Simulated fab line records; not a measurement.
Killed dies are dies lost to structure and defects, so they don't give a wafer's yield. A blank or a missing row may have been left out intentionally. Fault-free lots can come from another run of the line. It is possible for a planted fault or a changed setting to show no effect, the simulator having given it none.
Split-lot experiment -- flow n5-finfet -- route with 1938 steps; 7 lots, 21 wafers read

## ON THE SPLIT
At N5_MOL_CONTACT_COAG_COAT_76 (time 60 s, resist thk 10 nm), the setting spin-rpm was moved away from the recipe's 1500 rpm on 7 of the 21 wafers read, by -10.9% to -3.6%. This setting was run at the recipe's value on the other wafers.

## FROM THE SPLIT TO THE READING: what the file shows between them, 7 steps
- N5_MOL_CONTACT_COAG_COAT_77: time 60 s, resist thk 10 nm
- N5_MOL_CONTACT_COAG_COAT_78: resist thk 40 nm
- N5_MOL_CONTACT_COAG_DESCUM_88: chemistry O2, time 7 s
- N5_MOL_CONTACT_COAG_ETCH_89: etches underlayer in N2/H2, target depth 13 nm, time 10.4 s
- N5_MOL_CONTACT_COAG_ETCH_90: etches SiARC in CF4, target depth 13 nm, time 21.7 s
- N5_MOL_CONTACT_COAG_ALD_131: deposits SiO2, target thk 5 nm, pulse time 1 s, co reactant pulse time 1 s
- N5_MOL_CONTACT_COAG_ETCHBACK_132: etches SiO2 in CHF3, target depth 10 nm, time 6.7 s

## THE READING
SiARC_of_MOL_CONTACT_COAG_COAT_76.thk-nm (the simulator's own value, which no gauge read), in nm, at N5_MOL_CONTACT_COAG_ETCH_91 (etches SOC in N2/H2, target depth 60 nm, overetch 21 nm, time 101.2 s). The file does not state a usual value for it. The 14 wafers here that ran the recipe average 5.8 nm, standard deviation 0.12 nm.

wafer,"tool, chamber at the split","spin-rpm as run, rpm",against the recipe,"SiARC_of_MOL_CONTACT_COAG_COAT_76.thk-nm, nm",against lot-mates on the recipe
L074.2,"litho-track-01, 0",1500,recipe,5.8,-
L074.4,"litho-track-01, 0",1500,recipe,5.6,-
L074.5,"litho-track-01, 0",1500,recipe,5.6,-
L080.2,"litho-track-01, 0",1500,recipe,5.8,-
L080.3,"litho-track-01, 0",1500,recipe,5.8,-
L080.6,"litho-track-01, 0",1500,recipe,5.8,-
L083.2,"litho-track-03, 0",1500,recipe,6,-
L083.6,"litho-track-03, 0",1500,recipe,6,-
L083.5,"litho-track-03, 0",1500,recipe,5.8,-
L084.1,"litho-track-02, 0",1344,-10.4%,6.4,+0.6
L084.3,"litho-track-02, 0",1344,-10.4%,6.4,+0.6
L084.2,"litho-track-02, 0",1500,recipe,5.8,-
L087.2,"litho-track-01, 0",1446,-3.6%,6,+0.2
L087.4,"litho-track-01, 0",1446,-3.6%,6,+0.2
L087.5,"litho-track-01, 0",1500,recipe,5.8,-
L092.2,"litho-track-01, 0",1500,recipe,5.8,-
L092.4,"litho-track-01, 0",1436,-4.3%,6,+0.2
L092.6,"litho-track-01, 0",1436,-4.3%,6.2,+0.4
L094.1,"litho-track-01, 0",1500,recipe,5.8,-
L094.4,"litho-track-01, 0",1336,-10.9%,6.4,+0.5
L094.5,"litho-track-01, 0",1500,recipe,6,-

FIT RESULTS
A straight line over all 21 wafers: SiARC_of_MOL_CONTACT_COAG_COAT_76.thk-nm changes by -0.0559 nm for each +1% of spin-rpm; r = -0.90; the points scatter about the line by 0.11 nm.
The same after taking each lot's own level away (the mean of its wafers on the recipe; 21 wafers): -0.0545 nm for each +1%; r = -0.94; scatter 0.077 nm.
Per that fit: largest spin-rpm move, reading shift of 0.6 nm.
Across the lots, their own levels run from 5.67 to 5.93 nm, a range of 2.2 times the standard deviation given above.
The two slopes agree, so the slope changes little with the lot-to-lot level.
Check: +0.646 nm against its lot-mates is what the line predicts for one of the wafers moved furthest among these (-10.9%) when that wafer is left out of the fit. It came out at +0.5 nm against them.

## FURTHER SPLITS ON THESE WAFERS
Note: prior to the reading, these wafers also went through further splits. Each is held against what the fit with the lots' levels taken away leaves over:
other split on the same wafers,wafers away from the commonest value,r with SiARC_of_MOL_CONTACT_COAG_COAT_76.thk-nm (lot level and that fit taken away)
N5_HKMG_FIN_EXPOSE_09 dose-mj,8,-0.06
N5_HKMG_FIN_ETCH_32 source-w,9,-0.11
N5_MOL_CONTACT_COAG_ALD_27 ald-cycles,5,-0.12

## THE WHOLE CHAIN: every reading that the file lists as answering this split, in the file's order
step,what it does,reading,change (the file's fit),r (the file's)
N5_MOL_CONTACT_COAG_COAT_76,"time 60 s, resist thk 10 nm","SiARC_of_MOL_CONTACT_COAG_COAT_76.thk-nm (the simulator's own value, which no gauge read)",-0.0555 nm for each +1% of the setting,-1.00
N5_MOL_CONTACT_COAG_ETCH_90,"etches SiARC in CF4, target depth 13 nm, time 21.7 s","etch.depth-nm (the simulator's own value, which no gauge read)",-0.0545 nm for each +1% of the setting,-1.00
N5_MOL_CONTACT_COAG_ETCH_91,"etches SOC in N2/H2, target depth 60 nm, overetch 21 nm, time 101.2 s","SiARC_of_MOL_CONTACT_COAG_COAT_76.thk-nm (the simulator's own value, which no gauge read)",-0.0529 nm for each +1% of the setting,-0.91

## FILE'S OWN FIT
SiARC_of_MOL_CONTACT_COAG_COAT_76.thk-nm changes by -0.0529 nm for each +1% of spin-rpm, r = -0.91.
